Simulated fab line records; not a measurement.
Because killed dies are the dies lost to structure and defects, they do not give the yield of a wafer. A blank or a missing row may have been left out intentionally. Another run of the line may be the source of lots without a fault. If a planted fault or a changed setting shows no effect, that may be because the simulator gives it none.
Chamber matching ; flow n5Finfet ; 4 sister chambers for N5_BEOL_M4_ETCH_63 on rieDiel-02
The step etches SiARC in CF4, target depth 15.6 nm, time 26 s. 4 wafers are shown with their chamber, then 11 later ones without.

## EACH WAFER AND ITS CHAMBER
wafer;chamber;showerheadPlenumPTorr (Torr)
L079.1;3;2.05
L087.2;0;2.03
L087.6;1;2.20
L093.1;2;2.22

## WAFERS WHOSE CHAMBER IS MISSING
wafer;showerheadPlenumPTorr (Torr)
L093.4;2.03
L093.5;2.22
L096.1;2.04
L096.2;2.03
L096.3;2.22
L096.4;2.20
L096.5;2.03
L096.6;2.04
L097.3;2.04
L097.4;2.20
L097.5;2.03

## CHAMBER TAKEN BY EACH
wafer;from the rows above;in truth
L093.4;0;0
L093.5;2;2
L096.1;can't be placed: 3 or 0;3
L096.2;0;0
L096.3;2;2
L096.4;1;1
L096.5;0;0
L096.6;can't be placed: 3 or 0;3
L097.3;can't be placed: 3 or 0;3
L097.4;1;1
L097.5;0;0
Correctly placed: 8 of 11. Unplaceable from these rows: 3, with the true chamber sitting among the candidates in 3. Number placed wrongly: 0.
How it was worked out, from the rows above alone: a wafer's distance from a chamber is the root of the sum, over the readings, of the square of ((its reading less the chamber's mean) divided by the reading's scatter). The wafer belongs to the nearest chamber; if the next one is less than 2 further off, it can't be placed. Each chamber's mean is taken over the wafers shown for it. The scatter: with one shown wafer a chamber, the root of the mean of the squares of how far each hidden wafer lies from its nearest shown one.
